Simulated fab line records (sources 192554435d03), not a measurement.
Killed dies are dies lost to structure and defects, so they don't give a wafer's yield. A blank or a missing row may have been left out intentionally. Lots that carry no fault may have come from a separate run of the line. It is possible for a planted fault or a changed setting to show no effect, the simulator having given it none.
fab line records | flow n5Finfet
[record] lots = 4 wafers = 12 lastDay = 17
route steps=1938 shown BEOL_M1@829 BEOL_M2@841 BEOL_M4@1111
lots that met no fault: from a run of the same line without faults
startH: the number of hours between the record's first day and the start of the first shown wafer of the lot | waitH: hours elapsed since this lot's preceding step | " same as the row above | L1.1+2: one row covering several wafers at once | - no value present, or no start provided | * or withheld: withheld | < > ~ a bound
route shown NAME@n: a module of which the file shows steps, and the number in the route of the first | usual: the fault-free wafers' mean and standard deviation | same: alike in all rows | chamber/n: place in a boat | sites: each site's reading | _std_site: standard deviation across them | _edge_site: outer sites' mean less inner sites' | radiusMm: for every site, how far away it sits from the centre of the wafer | mask NAME#n: copy n | behind: tool/chamber where the wafer was last shaped | hold: why the lot was held/for how many hours/how that ended | device: transistor that didn't switch, given as n, p or np | end of line: tests run on the same wafers once the route is complete | for a step that has no rows: nothing shown but its recipe | killed: at the first sort, the dies lost to defects and structure; wafer yield is something else | map: shows each die of a wafer: x if killed, . if not, _ if none is there
set.NAME: the setting that was run; set.NAME@STEP: the one run at that earlier step | model.NAME: the simulator's own value behind a step, which no gauge read
lots at some steps of the route; a table a step, a row a wafer
services: from which hour (startH, from the record's first day; less than 0 if before it) a tool's chamber was out of use, for how many hours, and why
[[steps]]
[step N5_BEOL_M1_ANNEAL_95]
[recipe] tempC = 400 timeS = 240 ambient = vacuum
[step N5_BEOL_M1_SPUTTER_96]
[recipe] material = Cu targetThkA = 45 tempC = -20 chamberPressurePa = 0.07 powerW = withheld timeS = 8.29
[step N5_BEOL_M1_ECD_50]
[recipe] material = Cu targetThkA = 3000
[step N5_BEOL_M1_ANNEAL_51]
[recipe] tempC = 225 timeS = 90 ambient = N2
[step N5_BEOL_M1_CMP_52]
[recipe] stopOn = SiOC tOverpolishS = 6.8 downForcePsi = 1 platenRpm = 50 clearingPlatenDownForcePsi = 1.5 clearingPlatenRpm = 50 postCmpClean = cuAlkaline targetThkNm = 40 clearingPlatenPadVelocityMS = 0.99484 padVelocityMS = 0.99484
[step N5_BEOL_M1_PRE_CLEAN_60]
[recipe] gas = NH3/H2 timeS = 15 tempC = * rfPowerW = 300
[step N5_BEOL_M1_CO_CAP_55]
[recipe] material = Co targetThkA = 20 tempC = 200 precursor = CCTBA/H2 pressureTorr = 30 timeS = 102.1
[step N5_BEOL_M1_PRE_CLEAN_56]
[recipe] gas = NH3 timeS = 15 tempC = withheld rfPowerW = 300
[step N5_BEOL_M1_DEP_57]
[recipe] material = SiCN targetThkA = 80 tempC = withheld precursor = 3MS/NH3 pressureTorr = 3 rfW = 202 timeS = 14
[step N5_BEOL_M2_ILD_DEP_00]
[recipe] material = SiOC targetThkA = 790 tempC = 350 precursor = DEMS/O2 pressureTorr = 5 rfW = 500 timeS = 15.3
[usual] heaterPowerW = 477/56 rfFwdPowerW = 494.2/2.4 showerheadPlenumPTorr = 5.695/0.014 throttleValvePct = 12.0/0.49
// columns lot.wafer tool chamber startH waitH heaterPowerW rfFwdPowerW showerheadPlenumPTorr throttleValvePct model.SiOC_of_BEOL_M2_ILD_DEP_00.thkNm
L836.1 pecvd-01 1 170.99 0.0 542 493.2 5.692 11.7 77
L836.4 " 0 " " 541 492.9 5.689 12.7 80.2
L836.5 " 1 " " 547 492.3 5.687 11.6 77.6
L845.3 pecvd-01 2 220.78 0.0 422 496.4 5.699 12.1 78.4
L845.4 " 1 " " 549 489.4 5.687 11.7 88.8
L845.5 " 2 " " 423 495.5 5.679 12.1 80.4
L846.1 pecvd-01 1 224.50 0.0 550 492.7 5.690 11.6 77
L846.2 " 0 " " 467 494.6 5.681 12.6 90
L846.6 " 0 " " 474 491.4 5.674 12.8 80.6
L849.3 pecvd-04 0 242.18 0.1 426 497.5 5.680 12.1 80.8
L849.4 " 1 " " 418 492.3 5.707 11.6 82
L849.6 " 1 " " 422 491.9 5.705 11.8 80.6
[step N5_BEOL_M2_THK_MEAS_01]
[recipe] reads = SiOC_of_BEOL_M2_ILD_DEP_00
[usual] M2_ILD_THK = 79.2/1.1
// columns lot.wafer tool chamber startH waitH M2_ILD_THK[nm]
L836.1 filmMetro-01 - 171.06 0.0 77.0
L836.4 " - " " 80.3
L836.5 " - " " 77.6
L845.3 filmMetro-01 - 220.84 0.1 78.5
L845.4 " - " " 88.8
L845.5 " - " " 80.4
L846.1 filmMetro-02 - 224.57 0.0 76.9
L846.2 " - " " 90.0
L846.6 " - " " 80.7
L849.3 filmMetro-01 - 242.25 0.1 80.8
L849.4 " - " " 82.0
L849.6 " - " " 80.5
[step N5_BEOL_M2_PECVD_72]
[recipe] material = SiO2 targetThkA = 160 tempC = 400 precursor = TEOS/O2 pressureTorr = 5.5 rfW = 450 teosFlowSccm = 53.8 gas = O2 flowSccm = 3000 timeS = 18
[step N5_BEOL_M2_HM_DEP_02]
[recipe] material = TiN targetThkA = 200 tempC = 25 chamberPressurePa = 0.49996
[step N5_BEOL_M2_COAT_61]
[recipe] resist = SOC tempC = 250 timeS = 60 spinRpm = 1500 resistThkNm = 60
[step N5_BEOL_M2_COAT_62]
[recipe] resist = SiARC tempC = 220 timeS = 60 spinRpm = 1500 resistThkNm = 12
[step N5_BEOL_M2_COAT_73]
[recipe] resist = underlayer tempC = 205 timeS = 60 spinRpm = 1500 resistThkNm = 5
[step N5_BEOL_M2_COAT_05]
[recipe] resist = CAR-EUV spinRpm = 1500 resistThkNm = 30
[step N5_BEOL_M2_EBR_07]
[recipe] solvent = PGMEA ebrWidthMm = 1.5
[step N5_BEOL_M2_SOFTBAKE_06]
[recipe] tempC = 110 timeS = 60 resist = CAR-EUV
[step N5_BEOL_M2_EXPOSE_08]
[recipe] maskId = M2 na = 0.33 sourceShape = dipole sigmaInner = 0.369 sigmaOuter = 0.767 polarization = unpolarized doseMj = 41.25
[step N5_BEOL_M2_PEB_09]
[recipe] pebTempC = 100 pebTimeS = 60 resist = CAR-EUV
[step N5_BEOL_M2_DEVELOP_10]
[recipe] developTimeS = 30 developer = TMAH resist = CAR-EUV rinseLiquid = surfactantRinse dry = airSpin devTempC = 23
[step N5_BEOL_M2_DESCUM_16]
[recipe] chemistry = O2 timeS = 7 sourcePowerW = 50 biasPowerW = 20 pressureMtorr = 20 rfFrequencyHz = 2.712e+07 tempC = 40 resist = CAR-EUV o2FlowSccm = 225
[step N5_BEOL_M2_ETCH_74]
[recipe] chemistry = N2/H2 target = underlayer targetDepthA = 65 maskMaterial = CAR-EUV timeS = 5.2 ionEnergyEv = 200 pressureMtorr = 30 sourceW = 840 biasW = 150 n2FlowSccm = 200 h2FlowSccm = 200 ends = cleared
[step N5_BEOL_M2_ETCH_63]
[recipe] chemistry = CF4 target = SiARC targetDepthA = 156 maskMaterial = CAR-EUV timeS = 26 ionEnergyEv = 80 pressureMtorr = 40 sourceW = 545 biasW = 36 Ar_flow_sccm = 100 cf4FlowSccm = 100 ends = cleared
[step N5_BEOL_M2_ETCH_64]
[recipe] chemistry = N2/H2 target = SOC targetDepthA = 750 overetchA = 225 maskMaterial = SiARC tempC = 40 timeS = 121.9 ionEnergyEv = 200 pressureMtorr = 30 sourceW = 840 biasW = 150 n2FlowSccm = 200 h2FlowSccm = 200
[step N5_BEOL_M2_STRIP_65]
[recipe] chemistry = N2/H2 tempC = 40 n2FlowSccm = 200 h2FlowSccm = 200 rfFrequencyHz = 6e+07
[step N5_BEOL_M2_STRIP_75]
[recipe] chemistry = N2/H2 tempC = 40 n2FlowSccm = 200 h2FlowSccm = 200 rfFrequencyHz = 6e+07
[step N5_BEOL_M2_STRIP_66]
[recipe] chemistry = CF4 resist = SiARC powerW = 300 biasPowerW = 75 pressureMtorr = 50 cf4FlowSccm = 150 rfFrequencyHz = 6e+07
[step N5_BEOL_M2_HM_OPEN_17]
[recipe] chemistry = Cl2/BCl3 targetDepthA = 200 overetchA = 60 target = TiN maskMaterial = SOC ionEnergyEv = 150 pressureMtorr = 10 icpW = 1000 biasW = 126 Cl2_flow_sccm = 53.25 bcl3FlowSccm = 21.75 Ar_flow_sccm = 25
[step N5_BEOL_M2_STRIP_19]
[recipe] chemistry = O2 powerW = 400 tempC = 40 pressureMtorr = 30 rfFrequencyHz = 6e+07 biasPowerW = 0 overashFraction = 0.2 o2FlowSccm = 225
[step N5_BEOL_M2_COAT_67]
[recipe] resist = SOC tempC = 250 timeS = 60 spinRpm = 1500 resistThkNm = 60
[step N5_BEOL_M2_COAT_68]
[recipe] resist = SiARC tempC = 220 timeS = 60 spinRpm = 1500 resistThkNm = 12
[step N5_BEOL_M2_COAT_76]
[recipe] resist = underlayer tempC = 205 timeS = 60 spinRpm = 1500 resistThkNm = 5
[step N5_BEOL_M2_COAT_22]
[recipe] resist = CAR-EUV spinRpm = 1500 resistThkNm = 30
[step N5_BEOL_M2_CMP_52]
[recipe] stopOn = SiOC tOverpolishS = 6.8 downForcePsi = 1 platenRpm = 50 clearingPlatenDownForcePsi = 1.5 clearingPlatenRpm = 50 postCmpClean = cuAlkaline targetThkNm = 40 clearingPlatenPadVelocityMS = 0.99484 padVelocityMS = 0.99484
[usual] motorCurrentA = 5.8/0.43
// columns lot.wafer tool chamber startH waitH motorCurrentA model.SiOC_of_BEOL_M2_ILD_DEP_00.thkNm
L836.1 cmp-02 2 181.93 0.3 6.3 74
L836.4 " 1 " " 6.3 77.2
L836.5 " 3 " " 5.5 74.6
L845.3 cmp-02 0 236.64 0.2 5.9 75.4
L845.4 " 3 " " 5.3 85.8
L845.5 " 0 " " 6.0 77.4
L846.2 cmp-04 3 238.16 0.2 4.8 87
L846.1 " 0 " " 5.7 74
L846.6 " 3 " " 4.7 77.6
L849.4 cmp-04 3 253.96 0.2 5.1 79
L849.3 " 0 " " 5.6 77.8
L849.6 " 1 " " 5.7 77.6
[step N5_BEOL_M4_RC_MEAS_101]
[usual] DIBL_N = 36.5/1.7 DIBL_P = 36.3/2.1 IOFF_N = 0.16/0.036 IOFF_P = 0.21/0.037 ION_N = 676/12 ION_P = 462/7.6 SS_N = 71.5/0.68 SS_P = 73.3/0.63 VT_N = 249/3.5 VT_P = -250/3.5
// columns lot.wafer tool chamber startH waitH DIBL_N[mV/V] DIBL_P[mV/V] IOFF_N[nA/um] IOFF_P[nA/um] ION_N[uA/um] ION_P[uA/um] SS_N[mV/dec] SS_P[mV/dec] VT_N[mV] VT_P[mV]
L836.1 prober-02 0 205.98 0.0 36.8 34.6 0.14 0.19 664 450 71.5 73.2 253 -249
L836.4 " 0 " " 34.4 32.0 0.11 0.16 659 457 70.5 71.9 255 -252
L836.5 " 0 " " 36.6 34.1 0.13 0.19 665 454 71.0 72.5 253 -253
L846.1 prober-01 0 259.59 0.0 35.5 34.1 0.14 0.18 656 450 72.2 73.3 255 -254
L846.2 " 0 " " 35.2 35.7 0.14 0.20 666 456 71.6 73.6 251 -252
L846.6 " 0 " " 35.7 35.6 0.15 0.20 675 455 72.1 73.5 249 -250
L845.3 prober-02 0 264.86 0.3 34.2 33.4 0.12 0.17 672 452 71.2 72.9 253 -256
L845.4 " 0 " " 32.4 32.4 0.10 0.16 642 452 70.6 72.3 258 -253
L845.5 " 0 " " 32.5 32.3 0.10 0.16 668 457 70.8 72.6 256 -253
L849.3 prober-01 0 284.71 0.5 36.2 35.5 0.14 0.17 675 454 71.0 73.0 253 -256
L849.4 " 0 " " 38.5 38.5 0.17 0.21 672 457 72.2 73.7 250 -253
L849.6 " 0 " " 38.8 38.3 0.19 0.20 680 457 72.1 74.6 249 -255
[[services]]
// columns tool chamber startH hours kind
cmp-02 - 156.69 0.8 repair
cmp-04 - 167.18 0.8 repair
pecvd-04 - 189.42 0.3 repair
cmp-04 - 194.39 0.8 repair
pecvd-01 0 214.63 5.5 scheduledDown
cmp-04 - 225.62 4.0 pm
cmp-04 - 229.62 - consumableReplace:conditioner
cmp-04 - 229.62 - consumableReplace:pad
pecvd-04 0 233.51 2.1 scheduledDown
pecvd-04 1 236.22 5.5 scheduledDown
pecvd-04 2 241.68 16.5 scheduledDown
cmp-02 - 244.99 0.4 repair
[[key]]
[firstSign] step = N5_BEOL_M2_THK_MEAS_01 reading = M2_ILD_THK direction = up sigmas = 9 usual = 79.2 struck = 89.4
effect none on later readings
[modelEffect] step = N5_BEOL_M2_ILD_DEP_00 value = SiOC_of_BEOL_M2_ILD_DEP_00.thkNm without = 79 struck = 89.4
[modelEffect] step = N5_BEOL_M2_CMP_52 value = SiOC_of_BEOL_M2_ILD_DEP_00.thkNm without = 76 struck = 86.4
metAt N5_BEOL_M2_ILD_DEP_00
struckWafers L845.4,L846.2
onsetBetween 170.99 220.78
[fault] kind = processParameterDrift tool = pecvd-01 chamber = - onsetH = 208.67 steps = N5_BEOL_M2_ILD_DEP_00 channel = targetThkA offset = * shape = step endH = 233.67 scope = struckWafersOnly actsIn = * stated = *
